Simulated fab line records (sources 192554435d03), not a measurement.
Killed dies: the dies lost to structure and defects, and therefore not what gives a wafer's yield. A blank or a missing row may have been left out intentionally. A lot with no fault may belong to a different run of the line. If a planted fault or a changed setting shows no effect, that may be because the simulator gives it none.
Which of the tools did it? :: flow n5Finfet :: Sampling: 8 lots, 21 wafers, 7 of 1938 route steps

WHAT EACH GAUGE READ, for each wafer
N5_BEOL_M12_INSPECT_30: inspects for defects (macro). Usual: 2.3 for rawDefectCount, sd 1.4.
lot: L714
measured: day 10 04:08
on: defectInspect-02
rawDefectCount: 3 3 1
flag: 

lot: L717
measured: day 10 16:47
on: defectInspect-02
rawDefectCount: 2 3 1
flag: 

lot: L728
measured: day 15 07:30
on: defectInspect-02
rawDefectCount: 1 1 1
flag: 

lot: L734
measured: day 15 23:17
on: defectInspect-02
rawDefectCount: 3 1 2
flag: 

lot: L729
measured: day 16 14:57
on: defectInspect-01
rawDefectCount: 4 1
flag: 

lot: L731
measured: day 16 17:10
on: defectInspect-02
rawDefectCount: 2 2
flag: 

lot: L727
measured: day 17 08:40
on: defectInspect-01
rawDefectCount: 1 3
flag: 

lot: L737
measured: day 17 22:49
on: defectInspect-01
rawDefectCount: 2 2 3
flag: 

N5_BEOL_M12_THK_MEAS_50: measures by xrf. Usual: M12_THK 322 nm, standard deviation 4.5.
lot: L714
measured: day 10 06:26
on: filmMetro-01
M12_THK (nm): 320 321 319
flag: 

lot: L717
measured: day 10 18:46
on: filmMetro-02
M12_THK (nm): 326 318 324
flag: 

lot: L728
measured: day 15 10:15
on: filmMetro-01
M12_THK (nm): 327 322 322
flag: 

lot: L734
measured: day 16 01:26
on: filmMetro-02
M12_THK (nm): 324 321 320
flag: 

lot: L729
measured: day 16 19:08
on: filmMetro-01
M12_THK (nm): 226 324
flag: OFF

lot: L731
measured: day 16 21:37
on: filmMetro-02
M12_THK (nm): 223 320
flag: OFF

lot: L727
measured: day 17 13:20
on: filmMetro-01
M12_THK (nm): 223 326
flag: OFF

lot: L737
measured: day 18 03:57
on: filmMetro-02
M12_THK (nm): 318 320 329
flag: 

N5_BEOL_M12_RS_MEAS_54: uses a four-point probe to measure. Usual: M12_RS 0.0599 ohm/sq, standard deviation 0.00087.
lot: L714
measured: day 10 06:34
on: filmMetro-02
M12_RS (ohm/sq): 0.0594 0.0597 0.0594
flag: 

lot: L717
measured: day 10 18:55
on: filmMetro-01
M12_RS (ohm/sq): 0.0598 0.0612 0.0597
flag: 

lot: L728
measured: day 15 10:22
on: filmMetro-01
M12_RS (ohm/sq): 0.0580 0.0594 0.0590
flag: 

lot: L734
measured: day 16 01:33
on: filmMetro-01
M12_RS (ohm/sq): 0.0598 0.0604 0.0609
flag: 

lot: L729
measured: day 16 19:16
on: filmMetro-02
M12_RS (ohm/sq): 0.0861 0.0589
flag: OFF

lot: L731
measured: day 16 21:44
on: filmMetro-02
M12_RS (ohm/sq): 0.0874 0.0598
flag: OFF

lot: L727
measured: day 17 13:27
on: filmMetro-01
M12_RS (ohm/sq): 0.0878 0.0585
flag: OFF

lot: L737
measured: day 18 04:05
on: filmMetro-01
M12_RS (ohm/sq): 0.0604 0.0607 0.0585
flag: 

N5_BEOL_M15_RC_MEAS_101. Usual: COMB_M10 1.41e-11 S/m, standard deviation 2.8e-12; COMB_M10_max_site 2.1e-11 S/m, standard deviation 4.8e-12; COMB_M11 1.4e-11 S/m, standard deviation 3.1e-12; COMB_M13 4.3e-12 S/m, standard deviation 1e-12; COMB_M14 3.1e-12 S/m, standard deviation 1.1e-12; COMB_M14_max_site 4.7e-12 S/m, standard deviation 1.5e-12; COMB_M15 2.1e-12 S/m, standard deviation 1e-12; COMB_M5 3.5e-11 S/m, standard deviation 6.9e-12; COMB_M6 2.4e-11 S/m, standard deviation 5.7e-12; COMB_M7 2.6e-11 S/m, standard deviation 5.7e-12; COMB_M8 2.5e-11 S/m, standard deviation 6.1e-12; COMB_M9 1.41e-11 S/m, standard deviation 2.8e-12; SERP_M10 3.05 ohm/um, standard deviation 0.1; SERP_M11 3.11 ohm/um, standard deviation 0.078; SERP_M12 0.640 ohm/um, standard deviation 0.017; SERP_M12_max_site 0.653 ohm/um, standard deviation 0.019; SERP_M13 0.311 ohm/um, standard deviation 0.0073; SERP_M14 0.161 ohm/um, standard deviation 0.0058; SERP_M5 39.1 ohm/um, standard deviation 1.7; SERP_M6 13.5 ohm/um, standard deviation 0.59; SERP_M7 13.8 ohm/um, standard deviation 0.57; SERP_M8 13.6 ohm/um, standard deviation 0.64; SERP_M9 3.10 ohm/um, standard deviation 0.084.
lot: L714
measured: day 10 20:50
on: prober-01
COMB_M10 (S/m): 1.27e-11 1.35e-11 1.96e-11
COMB_M10_max_site (S/m): 2.1e-11 1.7e-11 2.4e-11
COMB_M11 (S/m): 1.6e-11 1.5e-11 1.3e-11
COMB_M13 (S/m): 2.7e-12 3.5e-12 2.7e-12
COMB_M14 (S/m): 4.6e-12 2.7e-12 3.7e-12
COMB_M14_max_site (S/m): 5.7e-12 5.5e-12 4.9e-12
COMB_M15 (S/m): 1.7e-12 1.8e-12 9e-13
COMB_M5 (S/m): 3.7e-11 3.9e-11 4.3e-11
COMB_M6 (S/m): 2e-11 2.3e-11 2.9e-11
COMB_M7 (S/m): 1.9e-11 2.6e-11 2e-11
COMB_M8 (S/m): 1.9e-11 2.1e-11 2.3e-11
COMB_M9 (S/m): 1.43e-11 1.53e-11 1.06e-11
SERP_M10 (ohm/um): 3.09 3.12 2.89
SERP_M11 (ohm/um): 3.20 3.22 3.15
SERP_M12 (ohm/um): 0.649 0.648 0.641
SERP_M12_max_site (ohm/um): 0.661 0.662 0.655
SERP_M13 (ohm/um): 0.311 0.312 0.309
SERP_M14 (ohm/um): 0.155 0.161 0.154
SERP_M5 (ohm/um): 39.2 40.6 38.5
SERP_M6 (ohm/um): 13.6 13.8 14.3
SERP_M7 (ohm/um): 13.9 13.8 14.0
SERP_M8 (ohm/um): 14.3 13.1 14.7
SERP_M9 (ohm/um): 3.06 3.14 3.24
flag: 

lot: L717
measured: day 11 08:00
on: prober-02
COMB_M10 (S/m): 1.6e-11 1.19e-11 1.55e-11
COMB_M10_max_site (S/m): 2.5e-11 1.7e-11 2.4e-11
COMB_M11 (S/m): 1.7e-11 1.5e-11 1.2e-11
COMB_M13 (S/m): 5e-12 5.2e-12 5.7e-12
COMB_M14 (S/m): 3e-12 3.7e-12 3.2e-12
COMB_M14_max_site (S/m): 3.8e-12 5.1e-12 5.7e-12
COMB_M15 (S/m): 3.4e-12 3.3e-12 3.4e-12
COMB_M5 (S/m): 3.3e-11 4e-11 3.6e-11
COMB_M6 (S/m): 2.8e-11 2.7e-11 2.9e-11
COMB_M7 (S/m): 1.5e-11 2.2e-11 2.9e-11
COMB_M8 (S/m): 1.9e-11 2.1e-11 2.4e-11
COMB_M9 (S/m): 1.26e-11 1.16e-11 1.74e-11
SERP_M10 (ohm/um): 3.03 3.02 3.10
SERP_M11 (ohm/um): 3.18 3.04 3.10
SERP_M12 (ohm/um): 0.637 0.649 0.620
SERP_M12_max_site (ohm/um): 0.652 0.671 0.632
SERP_M13 (ohm/um): 0.321 0.316 0.316
SERP_M14 (ohm/um): 0.154 0.158 0.155
SERP_M5 (ohm/um): 37.2 38.1 39.4
SERP_M6 (ohm/um): 13.1 13.2 13.5
SERP_M7 (ohm/um): 13.5 13.4 13.3
SERP_M8 (ohm/um): 14.0 13.7 14.4
SERP_M9 (ohm/um): 3.21 3.09 3.08
flag: 

lot: L728
measured: day 15 23:32
on: prober-01
COMB_M10 (S/m): 1.1e-11 1.28e-11 1.33e-11
COMB_M10_max_site (S/m): 2e-11 1.9e-11 1.7e-11
COMB_M11 (S/m): 1.3e-11 1.2e-11 1.1e-11
COMB_M13 (S/m): 2.7e-12 4.5e-12 3.4e-12
COMB_M14 (S/m): 2.4e-12 4.7e-12 1.7e-12
COMB_M14_max_site (S/m): 5.7e-12 6.8e-12 2.8e-12
COMB_M15 (S/m): 1.4e-12 7e-13 6e-13
COMB_M5 (S/m): 3.2e-11 3.4e-11 2.2e-11
COMB_M6 (S/m): 1.9e-11 2.1e-11 2.6e-11
COMB_M7 (S/m): 2.2e-11 2.4e-11 2.9e-11
COMB_M8 (S/m): 2e-11 1.8e-11 2.9e-11
COMB_M9 (S/m): 1.55e-11 1.64e-11 1.39e-11
SERP_M10 (ohm/um): 3.23 3.02 2.98
SERP_M11 (ohm/um): 3.13 3.06 2.92
SERP_M12 (ohm/um): 0.599 0.622 0.611
SERP_M12_max_site (ohm/um): 0.619 0.636 0.621
SERP_M13 (ohm/um): 0.304 0.307 0.299
SERP_M14 (ohm/um): 0.167 0.157 0.169
SERP_M5 (ohm/um): 37.9 39.2 38.4
SERP_M6 (ohm/um): 14.9 14.4 13.7
SERP_M7 (ohm/um): 13.2 13.4 13.8
SERP_M8 (ohm/um): 13.4 14.2 13.4
SERP_M9 (ohm/um): 3.12 3.04 3.14
flag: 

lot: L734
measured: day 16 20:06
on: prober-02
COMB_M10 (S/m): 1.63e-11 1.39e-11 1.23e-11
COMB_M10_max_site (S/m): 2.3e-11 2.1e-11 2.8e-11
COMB_M11 (S/m): 1.9e-11 1.6e-11 1.3e-11
COMB_M13 (S/m): 3.5e-12 4.2e-12 3.7e-12
COMB_M14 (S/m): 3.9e-12 4.2e-12 3.9e-12
COMB_M14_max_site (S/m): 5.4e-12 5.4e-12 4.9e-12
COMB_M15 (S/m): 3.2e-12 2.8e-12 3.5e-12
COMB_M5 (S/m): 2.6e-11 3.3e-11 3.6e-11
COMB_M6 (S/m): 2.6e-11 2.6e-11 2.6e-11
COMB_M7 (S/m): 2.4e-11 3.9e-11 3.7e-11
COMB_M8 (S/m): 3.9e-11 4e-11 4e-11
COMB_M9 (S/m): 1.24e-11 9.6e-12 1.69e-11
SERP_M10 (ohm/um): 3.08 2.95 2.97
SERP_M11 (ohm/um): 3.07 3.01 2.99
SERP_M12 (ohm/um): 0.628 0.644 0.653
SERP_M12_max_site (ohm/um): 0.639 0.663 0.664
SERP_M13 (ohm/um): 0.303 0.310 0.303
SERP_M14 (ohm/um): 0.167 0.170 0.169
SERP_M5 (ohm/um): 36.0 36.7 37.3
SERP_M6 (ohm/um): 14.5 14.1 13.7
SERP_M7 (ohm/um): 14.5 14.8 14.5
SERP_M8 (ohm/um): 14.6 13.6 14.2
SERP_M9 (ohm/um): 3.05 3.08 3.01
flag: 

lot: L729
measured: day 17 20:06
on: prober-02
COMB_M10 (S/m): 1.55e-11 1.46e-11
COMB_M10_max_site (S/m): 2.4e-11 1.8e-11
COMB_M11 (S/m): 2.1e-11 1.2e-11
COMB_M13 (S/m): 5.4e-12 3.9e-12
COMB_M14 (S/m): 3.4e-12 3.6e-12
COMB_M14_max_site (S/m): 5.2e-12 5.3e-12
COMB_M15 (S/m): 3.2e-12 3.6e-12
COMB_M5 (S/m): 3.2e-11 2.8e-11
COMB_M6 (S/m): 2.1e-11 2.3e-11
COMB_M7 (S/m): 2.8e-11 2.4e-11
COMB_M8 (S/m): 3.3e-11 3.3e-11
COMB_M9 (S/m): 1.28e-11 1.47e-11
SERP_M10 (ohm/um): 2.88 3.07
SERP_M11 (ohm/um): 3.01 3.23
SERP_M12 (ohm/um): 0.932 0.631
SERP_M12_max_site (ohm/um): 0.953 0.646
SERP_M13 (ohm/um): 0.308 0.305
SERP_M14 (ohm/um): 0.161 0.164
SERP_M5 (ohm/um): 37.9 42.4
SERP_M6 (ohm/um): 12.9 13.3
SERP_M7 (ohm/um): 13.3 13.2
SERP_M8 (ohm/um): 13.6 12.9
SERP_M9 (ohm/um): 3.14 3.06
flag: OFF

lot: L731
measured: day 17 22:11
on: prober-01
COMB_M10 (S/m): 1.85e-11 1.28e-11
COMB_M10_max_site (S/m): 2e-11 1.6e-11
COMB_M11 (S/m): 1.5e-11 1.6e-11
COMB_M13 (S/m): 3.1e-12 4.7e-12
COMB_M14 (S/m): 2.1e-12 1.6e-12
COMB_M14_max_site (S/m): 4e-12 2.5e-12
COMB_M15 (S/m): 1.6e-12 9e-13
COMB_M5 (S/m): 4.1e-11 2.7e-11
COMB_M6 (S/m): 1.9e-11 1.3e-11
COMB_M7 (S/m): 2.4e-11 2.6e-11
COMB_M8 (S/m): 3.1e-11 2.8e-11
COMB_M9 (S/m): 1.21e-11 1.31e-11
SERP_M10 (ohm/um): 3.03 3.02
SERP_M11 (ohm/um): 3.24 3.07
SERP_M12 (ohm/um): 0.900 0.631
SERP_M12_max_site (ohm/um): 0.918 0.648
SERP_M13 (ohm/um): 0.301 0.311
SERP_M14 (ohm/um): 0.160 0.163
SERP_M5 (ohm/um): 42.0 39.5
SERP_M6 (ohm/um): 13.8 13.1
SERP_M7 (ohm/um): 13.6 13.0
SERP_M8 (ohm/um): 13.5 13.8
SERP_M9 (ohm/um): 3.17 3.07
flag: OFF

lot: L727
measured: day 18 19:47
on: prober-02
COMB_M10 (S/m): 1.85e-11 1.75e-11
COMB_M10_max_site (S/m): 2.3e-11 2.6e-11
COMB_M11 (S/m): 1.3e-11 1.6e-11
COMB_M13 (S/m): 5.3e-12 6.1e-12
COMB_M14 (S/m): 4e-12 3.8e-12
COMB_M14_max_site (S/m): 6e-12 6.3e-12
COMB_M15 (S/m): 2.7e-12 2.4e-12
COMB_M5 (S/m): 4.7e-11 3.5e-11
COMB_M6 (S/m): 2e-11 2.1e-11
COMB_M7 (S/m): 2.6e-11 2.9e-11
COMB_M8 (S/m): 2.5e-11 1.9e-11
COMB_M9 (S/m): 1.53e-11 1.88e-11
SERP_M10 (ohm/um): 3.09 3.02
SERP_M11 (ohm/um): 3.25 3.14
SERP_M12 (ohm/um): 0.908 0.617
SERP_M12_max_site (ohm/um): 0.927 0.627
SERP_M13 (ohm/um): 0.297 0.303
SERP_M14 (ohm/um): 0.158 0.164
SERP_M5 (ohm/um): 42.9 38.4
SERP_M6 (ohm/um): 13.4 13.9
SERP_M7 (ohm/um): 13.6 13.9
SERP_M8 (ohm/um): 14.1 14.6
SERP_M9 (ohm/um): 2.93 3.15
flag: OFF

lot: L737
measured: day 18 23:03
on: prober-01
COMB_M10 (S/m): 1.57e-11 1.38e-11 1.61e-11
COMB_M10_max_site (S/m): 2.1e-11 3.1e-11 3e-11
COMB_M11 (S/m): 1.6e-11 1.1e-11 1.5e-11
COMB_M13 (S/m): 4.2e-12 3.9e-12 3e-12
COMB_M14 (S/m): 2.2e-12 1.5e-12 2.6e-12
COMB_M14_max_site (S/m): 3.5e-12 2.5e-12 3e-12
COMB_M15 (S/m): 8e-13 2.3e-12 2.5e-12
COMB_M5 (S/m): 2.2e-11 3e-11 2e-11
COMB_M6 (S/m): 2.2e-11 2.5e-11 2e-11
COMB_M7 (S/m): 3.2e-11 3.5e-11 4.3e-11
COMB_M8 (S/m): 2.4e-11 4.5e-11 2.1e-11
COMB_M9 (S/m): 1.41e-11 1.62e-11 1.59e-11
SERP_M10 (ohm/um): 3.08 3.21 3.26
SERP_M11 (ohm/um): 3.09 3.23 3.16
SERP_M12 (ohm/um): 0.649 0.655 0.609
SERP_M12_max_site (ohm/um): 0.674 0.679 0.621
SERP_M13 (ohm/um): 0.307 0.317 0.303
SERP_M14 (ohm/um): 0.160 0.167 0.172
SERP_M5 (ohm/um): 37.7 36.7 40.4
SERP_M6 (ohm/um): 12.8 13.4 13.4
SERP_M7 (ohm/um): 13.5 14.0 14.0
SERP_M8 (ohm/um): 13.7 13.7 13.8
SERP_M9 (ohm/um): 3.21 2.86 2.92
flag: 

WHAT TOOL EACH LOT RAN ON (gives the tool, then ch and the chambers of the sampled wafers, and finally the start)
lot: L714
N5_BEOL_M12_DESCUM_33: rieDiel-04 ch 0,1, day 10 04:10
N5_BEOL_M12_TRENCH_ETCH_34: rieDiel-04 ch 0,1, day 10 04:32
N5_BEOL_M12_ECD_47: ecdCu-02 ch 0,1, day 10 05:41

lot: L717
N5_BEOL_M12_DESCUM_33: rieDiel-03 ch 1,2, day 10 16:49
N5_BEOL_M12_TRENCH_ETCH_34: rieDiel-03 ch 1,2, day 10 17:11
N5_BEOL_M12_ECD_47: ecdCu-01 ch 0,1, day 10 18:01

lot: L728
N5_BEOL_M12_DESCUM_33: rieDiel-04 ch 0,3, day 15 07:45
N5_BEOL_M12_TRENCH_ETCH_34: rieDiel-04 ch 0,3, day 15 08:07
N5_BEOL_M12_ECD_47: ecdCu-02 ch 0,1, day 15 09:30

lot: L734
N5_BEOL_M12_DESCUM_33: rieDiel-03 ch 1,2,3, day 15 23:19
N5_BEOL_M12_TRENCH_ETCH_34: rieDiel-03 ch 1,2,3, day 15 23:41
N5_BEOL_M12_ECD_47: ecdCu-01 ch 0,1, day 16 00:44

lot: L729
N5_BEOL_M12_DESCUM_33: rieDiel-04 ch 1,2, day 16 15:00
N5_BEOL_M12_TRENCH_ETCH_34: rieDiel-04 ch 1,2, day 16 15:24
N5_BEOL_M12_ECD_47: ecdCu-02 ch 0,1, day 16 18:26

lot: L731
N5_BEOL_M12_DESCUM_33: rieDiel-04 ch 0,1, day 16 17:38
N5_BEOL_M12_TRENCH_ETCH_34: rieDiel-04 ch 0,1, day 16 18:00
N5_BEOL_M12_ECD_47: ecdCu-02 ch 0,1, day 16 20:46

lot: L727
N5_BEOL_M12_DESCUM_33: rieDiel-04 ch 0,1, day 17 08:42
N5_BEOL_M12_TRENCH_ETCH_34: rieDiel-04 ch 0,1, day 17 09:04
N5_BEOL_M12_ECD_47: ecdCu-02 ch 0,1, day 17 12:35

lot: L737
N5_BEOL_M12_DESCUM_33: rieDiel-03 ch 0,1,3, day 17 22:57
N5_BEOL_M12_TRENCH_ETCH_34: rieDiel-03 ch 0,1,3, day 17 23:19
N5_BEOL_M12_ECD_47: ecdCu-01 ch 0,1, day 18 03:08
- N5_BEOL_M12_DESCUM_33: chemistry O2, time 7.9 s.
- N5_BEOL_M12_TRENCH_ETCH_34: etches SiOC in C4F8/O2/Ar, target depth 318.95 nm, time 125.5 s.
- N5_BEOL_M12_ECD_47: material Cu, target thk 720 nm.

AS READ BY THE TOOLS THEMSELVES (means over the sampled wafers that have a number; for cases with no such wafer, the mark the record gives instead)
N5_BEOL_M12_DESCUM_33. Usual: drypumpMotorCurrentA 5.9 A, standard deviation 0.43; oesProductAu 0.82 a.u., standard deviation 0.074; rfVppV 243.4 V, standard deviation 1.4; showerheadPlenumPTorr 2.11 Torr, standard deviation 0.076; throttleValvePct 20.40 %, standard deviation 0.19.
lot: L714
tool: rieDiel-04
drypumpMotorCurrentA (A): 6.3
oesProductAu (a.u.): 0.89
rfVppV (V): 243.5
showerheadPlenumPTorr (Torr): 2.10
throttleValvePct (%): 20.30
flag: 

lot: L717
tool: rieDiel-03
drypumpMotorCurrentA (A): 5.6
oesProductAu (a.u.): 0.78
rfVppV (V): 243.1
showerheadPlenumPTorr (Torr): 2.09
throttleValvePct (%): 20.56
flag: 

lot: L728
tool: rieDiel-04
drypumpMotorCurrentA (A): 5.6
oesProductAu (a.u.): 0.83
rfVppV (V): 242.1
showerheadPlenumPTorr (Torr): 2.04
throttleValvePct (%): 20.23
flag: 

lot: L734
tool: rieDiel-03
drypumpMotorCurrentA (A): 5.5
oesProductAu (a.u.): 0.82
rfVppV (V): 242.9
showerheadPlenumPTorr (Torr): 2.11
throttleValvePct (%): 20.35
flag: 

lot: L729
tool: rieDiel-04
drypumpMotorCurrentA (A): 6.3
oesProductAu (a.u.): 0.89
rfVppV (V): 244.9
showerheadPlenumPTorr (Torr): 2.17
throttleValvePct (%): 20.53
flag: 

lot: L731
tool: rieDiel-04
drypumpMotorCurrentA (A): 6.3
oesProductAu (a.u.): 0.83
rfVppV (V): 241.7
showerheadPlenumPTorr (Torr): 2.08
throttleValvePct (%): 20.35
flag: 

lot: L727
tool: rieDiel-04
drypumpMotorCurrentA (A): 6.3
oesProductAu (a.u.): 0.83
rfVppV (V): 242.0
showerheadPlenumPTorr (Torr): 2.08
throttleValvePct (%): 20.37
flag: 

lot: L737
tool: rieDiel-03
drypumpMotorCurrentA (A): 5.7
oesProductAu (a.u.): 0.81
rfVppV (V): 243.8
showerheadPlenumPTorr (Torr): 2.17
throttleValvePct (%): 20.45
flag: 

N5_BEOL_M12_TRENCH_ETCH_34. Usual: drypumpMotorCurrentA 5.9 A, standard deviation 0.43; oesProductAu 0.81 a.u., standard deviation 0.073; rfVppV 666 V, standard deviation 3.4; showerheadPlenumPTorr 3.45 Torr, standard deviation 0.12; throttleValvePct 24.22 %, standard deviation 0.26.
lot: L714
tool: rieDiel-04
drypumpMotorCurrentA (A): 6.3
oesProductAu (a.u.): 0.89
rfVppV (V): 665
showerheadPlenumPTorr (Torr): 3.44
throttleValvePct (%): 24.18
flag: 

lot: L717
tool: rieDiel-03
drypumpMotorCurrentA (A): 5.6
oesProductAu (a.u.): 0.78
rfVppV (V): 666
showerheadPlenumPTorr (Torr): 3.45
throttleValvePct (%): 24.50
flag: 

lot: L728
tool: rieDiel-04
drypumpMotorCurrentA (A): 5.7
oesProductAu (a.u.): 0.83
rfVppV (V): 663
showerheadPlenumPTorr (Torr): 3.32
throttleValvePct (%): 23.93
flag: 

lot: L734
tool: rieDiel-03
drypumpMotorCurrentA (A): 5.5
oesProductAu (a.u.): 0.83
rfVppV (V): 666
showerheadPlenumPTorr (Torr): 3.46
throttleValvePct (%): 24.20
flag: 

lot: L729
tool: rieDiel-04
drypumpMotorCurrentA (A): 6.3
oesProductAu (a.u.): 0.88
rfVppV (V): 668
showerheadPlenumPTorr (Torr): 3.54
throttleValvePct (%): 24.40
flag: 

lot: L731
tool: rieDiel-04
drypumpMotorCurrentA (A): 6.3
oesProductAu (a.u.): 0.83
rfVppV (V): 664
showerheadPlenumPTorr (Torr): 3.39
throttleValvePct (%): 24.15
flag: 

lot: L727
tool: rieDiel-04
drypumpMotorCurrentA (A): 6.3
oesProductAu (a.u.): 0.82
rfVppV (V): 664
showerheadPlenumPTorr (Torr): 3.38
throttleValvePct (%): 24.16
flag: 

lot: L737
tool: rieDiel-03
drypumpMotorCurrentA (A): 5.7
oesProductAu (a.u.): 0.80
rfVppV (V): 669
showerheadPlenumPTorr (Torr): 3.53
throttleValvePct (%): 24.25
flag: 

THE ANSWER, worked out from the rows above alone
Rule: take the mean of a lot's wafers that have a number; if it is more than 3 standard deviations from the usual mean, the lot is off. Also off: a lot with no number at a reading for which 4 or more lots have one. The other lots that the step has rows for count as sound. First the gauges in route order, then the tools' own readings, where a lot's mean is used as printed above. The first step at which some lot is off is used, and at that step the reading that is off furthest; a lot without a number counts as furthest.
Off: at N5_BEOL_M12_THK_MEAS_50 (M12_THK), L729, L731, L727.
A tool fits if, at a process step before that reading, it ran every lot that is off, and no sound lot after the first of them. The gauges at N5_BEOL_M12_THK_MEAS_50 aren't tried: what is off there is off at N5_BEOL_M15_RC_MEAS_101 too, on other tools, and a gauge's error can't cause that. This does not decide it: 2 tools fit, namely rieDiel-04 at N5_BEOL_M12_DESCUM_33 and N5_BEOL_M12_TRENCH_ETCH_34 and ecdCu-02 at N5_BEOL_M12_ECD_47.

WHAT WAS PUT IN BY THE SIMULATOR
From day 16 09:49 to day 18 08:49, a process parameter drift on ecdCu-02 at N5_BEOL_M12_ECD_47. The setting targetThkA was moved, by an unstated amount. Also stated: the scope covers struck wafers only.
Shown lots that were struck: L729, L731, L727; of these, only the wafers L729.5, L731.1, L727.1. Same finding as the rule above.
